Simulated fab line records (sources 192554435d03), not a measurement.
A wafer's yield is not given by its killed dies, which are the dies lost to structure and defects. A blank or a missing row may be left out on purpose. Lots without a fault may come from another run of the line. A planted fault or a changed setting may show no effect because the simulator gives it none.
Which tool did it? | flow n5_finfet | 30 wafers from 10 lots sampled at 4 of the route's 1938 steps

## WHAT THE GAUGES SHOWED, per wafer
N5_BEOL_M4_RC_MEAS_101.
lot  | measured     | on        | DIBL_N (mV/V)
L701 | day 7 16:49  | prober-02 | 41.7 36.4 36.7
L702 | day 8 12:34  | prober-02 | 36.6 38.3 34.3
L704 | day 8 18:52  | prober-01 | 29.9 35.4 32.0
L705 | day 9 00:22  | prober-01 | 40.5 32.2 38.0
L706 | day 9 07:55  | prober-01 | 34.7 39.3 35.2
L707 | day 9 20:40  | prober-02 | 30.3 31.6 36.3
L716 | day 12 06:11 | prober-01 | 34.1 37.5 33.7
L720 | day 13 08:08 | prober-01 | 37.2 33.4 34.2
L718 | day 13 08:08 | prober-02 | 34.8 31.6 27.6
L722 | day 14 07:53 | prober-01 | 36.6 35.8 35.0

## EACH LOT AND THE TOOL THAT RAN IT (in order: tool; ch and the chambers of the sampled wafers; start)
lot  | N5_BEOL_M4_SPUTTER_90        | N5_BEOL_M4_ANNEAL_51             | N5_BEOL_M4_CO_CAP_55
L701 | pvd_sputter-01, day 7 14:53  | rtp_anneal-02 ch 0, day 7 15:48  | cvd_co-01 ch 0,2, day 7 16:25
L702 | pvd_sputter-01, day 8 10:21  | rtp_anneal-01 ch 0, day 8 11:39  | cvd_co-01 ch 0,1, day 8 12:19
L704 | pvd_sputter-03, day 8 17:02  | rtp_anneal-01 ch 0, day 8 17:53  | cvd_co-01 ch 0,1, day 8 18:38
L705 | pvd_sputter-02, day 8 22:31  | rtp_anneal-02 ch 0, day 8 23:23  | cvd_co-02 ch 0,2, day 9 00:05
L706 | pvd_sputter-02, day 9 06:06  | rtp_anneal-02 ch 0, day 9 06:59  | cvd_co-01 ch 0,1,2, day 9 07:38
L707 | pvd_sputter-01, day 9 18:55  | rtp_anneal-02 ch 0, day 9 19:46  | cvd_co-01 ch 1,2, day 9 20:26
L716 | pvd_sputter-01, day 12 04:07 | rtp_anneal-02 ch 0, day 12 05:04 | cvd_co-01 ch 0,1, day 12 05:39
L720 | pvd_sputter-03, day 13 06:10 | rtp_anneal-01 ch 0, day 13 07:08 | cvd_co-01 ch 1,2, day 13 07:45
L718 | pvd_sputter-01, day 13 06:19 | rtp_anneal-02 ch 0, day 13 07:14 | cvd_co-02 ch 0,1,2, day 13 07:54
L722 | pvd_sputter-03, day 14 05:44 | rtp_anneal-02 ch 0, day 14 06:47 | cvd_co-02 ch 1,2, day 14 07:38
- N5_BEOL_M4_SPUTTER_90: material Cu, target thk 4.5 nm, time 8.29 s.
- N5_BEOL_M4_ANNEAL_51: time 90 s.
- N5_BEOL_M4_CO_CAP_55: material Co, precursor CCTBA/H2, target thk 2 nm, time 102.1 s.

## THE ANSWER, worked out from the rows above alone
Rule: what is usual is taken from the lots themselves. The widest of any qualifying gaps counts: lots, ordered by their means at a reading, are off when they make up no more than a third of the lots, leave a main group of 4 or more, and stand apart from it by 3 or more times the standard deviation of that group's means. A main group is skipped when, at the precision printed for the reading in the tables above, its means are all equal. A lot without any number at a reading at which 4 lots or more have one is off too. The other lots that the step has rows for count as sound.
No lot is off at any reading shown: from this, nothing can be told.

## WHAT THE SIMULATOR PUT IN
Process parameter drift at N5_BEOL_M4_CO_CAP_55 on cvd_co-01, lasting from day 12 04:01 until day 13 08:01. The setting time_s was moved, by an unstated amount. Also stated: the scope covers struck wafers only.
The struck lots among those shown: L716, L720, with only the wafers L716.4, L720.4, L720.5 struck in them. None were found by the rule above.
